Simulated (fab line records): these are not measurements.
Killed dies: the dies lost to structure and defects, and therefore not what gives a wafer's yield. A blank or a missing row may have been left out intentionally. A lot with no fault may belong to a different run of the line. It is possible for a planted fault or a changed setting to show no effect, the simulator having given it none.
Matching of chambers    flow n5_finfet    rie_diel-01 running N5_MOL_CONTACT_COAG_DESCUM_45: 4 sister chambers
The step chemistry O2, time 7 s. 8 wafers are shown with their chamber, then 9 later ones without.

== WAFERS, EACH WITH ITS CHAMBER ==
wafer   chamber  drypump_motor_current_A (A)  showerhead_plenum_p_Torr (Torr)
L078.1  2        6.4                          2.04
L078.2  0        6.1                          1.98
L079.5  2        6.3                          2.04
L084.2  1        5.3                          2.07
L084.4  1        5.3                          2.07
L086.1  0        6.1                          1.97
L086.3  3        5.7                          2.04
L086.4  3        5.7                          2.04

== WAFERS WITHOUT THEIR CHAMBER ==
wafer   drypump_motor_current_A (A)  showerhead_plenum_p_Torr (Torr)
L089.4  5.3                          2.07
L089.5  6.4                          2.04
L089.6  5.3                          2.07
L095.1  6.1                          1.97
L095.5  5.3                          2.07
L095.6  6.1                          1.97
L097.1  5.3                          2.06
L097.3  5.7                          2.03
L097.5  5.7                          2.03

== EACH ONE'S CHAMBER ==
wafer   from the rows above  in truth
L089.4  1                    1
L089.5  2                    2
L089.6  1                    1
L095.1  0                    0
L095.5  1                    1
L095.6  0                    0
L097.1  1                    1
L097.3  3                    3
L097.5  3                    3
Correctly placed: 9 of 9. From these rows, 0 cannot be placed. Placed wrongly: 0.
How it was worked out, from the rows above alone: a wafer's distance from a chamber is the root of the sum, over the readings, of the square of ((its reading less the chamber's mean) divided by the reading's scatter). The wafer belongs to the nearest chamber; if the next one is less than 2 further off, it can't be placed. A chamber's mean is the mean of its shown wafers. The scatter: take each reading less its chamber's mean, square it, sum over the shown wafers, divide by the number of wafers less the number of chambers, and take the root.
